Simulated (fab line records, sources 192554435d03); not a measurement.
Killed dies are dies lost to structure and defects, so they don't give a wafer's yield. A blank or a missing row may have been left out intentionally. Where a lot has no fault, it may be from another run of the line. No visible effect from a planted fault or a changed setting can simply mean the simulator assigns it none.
Matching of chambers :: flow n5 finfet :: rie diel-03 running N5_BEOL_M5_ETCH_67: 4 sister chambers
The step etches SiARC in CF4, target depth 15.6 nm, time 26 s. 8 wafers are shown with their chamber, then 7 later ones without.

== WAFERS, EACH WITH ITS CHAMBER ==
wafer: L075.6
chamber: 1
drypump motor current A (A): 5.6
throttle valve pct (%): 15.89

wafer: L079.1
chamber: 1
drypump motor current A (A): 5.6
throttle valve pct (%): 15.90

wafer: L079.3
chamber: 2
drypump motor current A (A): 5.1
throttle valve pct (%): 15.73

wafer: L080.3
chamber: 3
drypump motor current A (A): 6.2
throttle valve pct (%): 15.67

wafer: L080.4
chamber: 0
drypump motor current A (A): 5.0
throttle valve pct (%): 15.36

wafer: L080.5
chamber: 3
drypump motor current A (A): 6.2
throttle valve pct (%): 15.68

wafer: L091.2
chamber: 2
drypump motor current A (A): 5.0
throttle valve pct (%): 15.74

wafer: L091.3
chamber: 0
drypump motor current A (A): 5.0
throttle valve pct (%): 15.39

== WAFERS WITHOUT THEIR CHAMBER ==
wafer: L091.4
drypump motor current A (A): 5.6
throttle valve pct (%): 15.92

wafer: L089.2
drypump motor current A (A): 6.2
throttle valve pct (%): 15.70

wafer: L089.3
drypump motor current A (A): 5.6
throttle valve pct (%): 15.91

wafer: L089.6
drypump motor current A (A): 5.1
throttle valve pct (%): 15.74

wafer: L092.2
drypump motor current A (A): 5.0
throttle valve pct (%): 15.75

wafer: L092.4
drypump motor current A (A): 5.6
throttle valve pct (%): 15.94

wafer: L092.6
drypump motor current A (A): 6.2
throttle valve pct (%): 15.70

== WHICH CHAMBER EACH ONE RAN IN ==
wafer: L091.4
from the rows above: 1
in truth: 1

wafer: L089.2
from the rows above: 3
in truth: 3

wafer: L089.3
from the rows above: 1
in truth: 1

wafer: L089.6
from the rows above: 2
in truth: 2

wafer: L092.2
from the rows above: 2
in truth: 2

wafer: L092.4
from the rows above: 1
in truth: 1

wafer: L092.6
from the rows above: 3
in truth: 3
Correctly placed: 7 of 7. Not placeable from these rows: 0. Wrongly placed: 0.
How it was worked out, from the rows above alone: a wafer's distance from a chamber is the root of the sum, over the readings, of the square of ((its reading less the chamber's mean) divided by the reading's scatter). If the next closest chamber is less than 2 further off than the closest, the wafer can't be placed; otherwise it belongs to the closest. Each chamber's mean is taken over the wafers shown for it. The scatter is the square root of a quotient: the sum, over the shown wafers, of each reading's squared deviation from its chamber's mean, divided by wafers minus chambers.
